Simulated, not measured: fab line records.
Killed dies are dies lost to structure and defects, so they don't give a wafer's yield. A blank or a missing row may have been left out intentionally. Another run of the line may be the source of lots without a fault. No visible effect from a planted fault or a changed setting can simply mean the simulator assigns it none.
Comparing a struck lot with a sound one + flow nand-harc + 18 out of 1159 route steps
Sound: the wafers L878.4, L878.5, L878.6. The struck wafers were L868.3, L868.4, L868.6. The cause is named last.
For every step that has rows: the tool of each side, followed by ch and its chambers, followed by its first start. Under that, the readings that differ: sound wafers + struck wafers + difference of the means + sigmas: that difference in standard deviations of wafers without a fault.
alike: same words and numbers on both sides, and readings whose means sit less than 2 such deviations apart. not compared: any withheld reading, any reading some wafer has no value for, any bound like >300 that may hide the same value, and any number with overlapping values for which the record gives no deviation.
Wherever a step has rows on one side only, a row that says differs or no value, or a row with sigmas, the two part there. Numbers that have no deviation but don't overlap get no sigmas and don't part them. A reading that every wafer of one side lacks parts them only if that side has two wafers or more.

first, 2 steps without rows for these wafers: NHARC_P_BONDPAD_HARDBAKE_10 (time 65 s); NHARC_P_BONDPAD_DESCUM_11 (chemistry O2, time 3 s).
NHARC_P_BONDPAD_ETCH_37: etches the open film in N2/H2, target depth 60 nm, overetch 18 nm, time 65.91 s.
  sound on rie-diel-08 ch 0,1,3, day 10 16:27; struck on rie-diel-03 ch 1,2,3, day 8 05:28
  alike: chamber-pressure-mTorr, drypump-motor-current-A, n2-flow-sccm, oes-product-au, rf-vpp-V, showerhead-plenum-p-Torr, throttle-valve-pct
  not compared: rf-hours-counter-h
NHARC_P_BONDPAD_ETCH_12: etches the open film in CHF3/O2, target depth 200 nm, time 100 s.
  sound: rie-diel-08 ch 0,1,3; struck: rie-diel-03 ch 0,1,2
  alike: chamber-pressure-mTorr, drypump-motor-current-A, oes-product-au, rf-vpp-V, showerhead-plenum-p-Torr, throttle-valve-pct
  not compared: rf-hours-counter-h
NHARC_P_BONDPAD_CD_MEAS_13:
  sound on cd-sem-02 at day 10 16:40; struck on cd-sem-03 at day 8 05:43
  alike: cd-nm
then, 5 steps without rows for these wafers: NHARC_P_BONDPAD_STRIP_15 (strips in O2); NHARC_P_BONDPAD_ETCH_24 (etches the open film in CF4/N2, target depth 30 nm, time 72.99 s); NHARC_P_BONDPAD_STRIP_16 (strips in post etch residue remover, time 600 s); NHARC_P_BONDPAD_DEGAS_25 (time 60 s); NHARC_P_BONDPAD_PRE_CLEAN_26 (time 30 s).
NHARC_P_BONDPAD_PVD_17: deposits TaN, target thk 5 nm, time 8.06 s.
  sound on pvd-sputter-03; struck on pvd-sputter-02
  alike: throttle-valve-pct
NHARC_P_BONDPAD_PVD_27: deposits Cu, target thk 30 nm, time 20.49 s.
  sound on pvd-sputter-03; struck on pvd-sputter-02
  alike: throttle-valve-pct
NHARC_P_BONDPAD_ECD_18: material Cu, target thk 400 nm.
  sound on ecd-cu-01 ch 0,1, day 10 17:47; struck on ecd-cu-02 ch 0,1, day 8 06:47
  no value came back on the struck wafers for bath-heat-duty-pct (%), bath-temp-c (C); on the sound wafers bath-heat-duty-pct (%) reads 6.6 6.3 6.2
NHARC_P_BONDPAD_ANNEAL_28: time 90 s.
  sound on rtp-anneal-01 ch 0, day 10 18:13; struck on rtp-anneal-02 ch 0, day 8 07:16
  alike: wafer_temp_C_max
then, 1 step without rows for these wafers: NHARC_P_BONDPAD_CMP_19 (polishes, t overpolish 30 s, cu recess touch 16 s, target thk 160.81 nm).
NHARC_P_BONDPAD_THK_MEAS_20: measures by xrf.
  sound on film-metro-02 at day 10 18:45; struck on film-metro-01 at day 8 07:50
| reading     | sound             | struck         | difference | sigmas |
|-------------|-------------------|----------------|------------|--------|
| thk-nm (nm) | 161.3 161.3 162.6 | 30.5 30.1 30.9 | -131.2     | -73    |
then, 1 step without rows for these wafers: NHARC_P_BONDPAD_SRD_21 (time 30 s, dry time 20 s).
-- the record jumps here: 13 days lie between the struck wafers' starts before and after (it left off in module P_BONDPAD and takes up again in module END, whose first step shown is number 1159 of the route) --
NHARC_END_SORT_01:
  sound on prober-02 ch 0, day 24 04:17; struck on prober-02 ch 0, day 21 03:20
| reading                  | sound          | struck         | difference | sigmas      |
|--------------------------|----------------|----------------|------------|-------------|
| defect-limited-yield (%) | 95.3 93.9 95.6 | 0 0 0          | -95        | -68         |
| killed-at-periphery      | 6 5 1          | 655 644 652    | +646       | +99 or more |
| killed-dies              | 32 41 30       | 677 677 677    | +643       | +70         |
| sort_bin_2_pct (%)       | 1.2 2.1 2.2    | 97.5 96.2 97.2 | +95.1      | +99 or more |
| sort-n-pass              | 645 636 647    | 0 0 0          | -643       | -70         |
| sort-rim-yield-pct (%)   | 96.2 93.4 98.1 | 0 0 0          | -96        | -46         |
| sort-yield-pct (%)       | 95.3 93.9 95.6 | 0 0 0          | -95        | -68         |
  alike: killed-at-array, killed-at-other, killed-open, killed-short, sort_bin_3_pct, sort_bin_4_pct

== WHERE THEY PART ==
At NHARC_P_BONDPAD_ECD_18 first; at NHARC_END_SORT_01 last (within this record only).

WHY: what had been put in by the simulator
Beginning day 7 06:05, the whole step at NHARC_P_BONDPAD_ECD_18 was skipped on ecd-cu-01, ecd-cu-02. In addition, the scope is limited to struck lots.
